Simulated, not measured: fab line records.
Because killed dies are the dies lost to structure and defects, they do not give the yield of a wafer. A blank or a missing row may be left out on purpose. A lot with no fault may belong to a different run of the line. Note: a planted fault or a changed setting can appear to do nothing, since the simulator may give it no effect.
The tool behind it: which one? | flow n5 finfet | 9 lots (27 wafers sampled), 1 step of a 1938-step route

WHAT THE GAUGES SHOWED, per wafer
N5_BEOL_M4_RC_MEAS_101.
lot  | measured     | on        | DIBL_N (mV/V)
L601 | day 8 12:59  | prober-02 | 38.3 38.4 36.6
L606 | day 10 04:58 | prober-01 | 36.9 40.6 38.2
L613 | day 11 15:23 | prober-01 | 37.7 36.5 37.2
L616 | day 12 05:14 | prober-01 | 36.0 37.1 35.8
L617 | day 12 15:43 | prober-02 | 37.5 37.1 35.9
L618 | day 13 00:33 | prober-01 | 32.7 39.9 33.9
L619 | day 13 10:12 | prober-01 | 34.7 34.3 37.2
L622 | day 14 12:44 | prober-02 | 36.1 35.7 38.8
L623 | day 15 12:26 | prober-01 | 35.8 37.7 35.5

TOOL THAT RAN EACH LOT (tool first, then ch and the chambers of the sampled wafers, then the start)
No process step before these readings appears in the record.

THE ANSWER, worked out from the rows above alone
Rule: usual is defined by the lots themselves. The widest of any qualifying gaps counts: lots, ordered by their means at a reading, are off when they make up no more than a third of the lots, leave a main group of 4 or more, and stand apart from it by 3 or more times the standard deviation of that group's means. The tables above print the reading to a certain number of digits; a main group whose means all agree to those digits is not used. Also off: a lot with no number at a reading for which 4 or more lots have one. The other lots that the step has rows for count as sound.
Nothing can be told from this: no lot is off at any reading shown.

WHAT WAS PUT IN BY THE SIMULATOR
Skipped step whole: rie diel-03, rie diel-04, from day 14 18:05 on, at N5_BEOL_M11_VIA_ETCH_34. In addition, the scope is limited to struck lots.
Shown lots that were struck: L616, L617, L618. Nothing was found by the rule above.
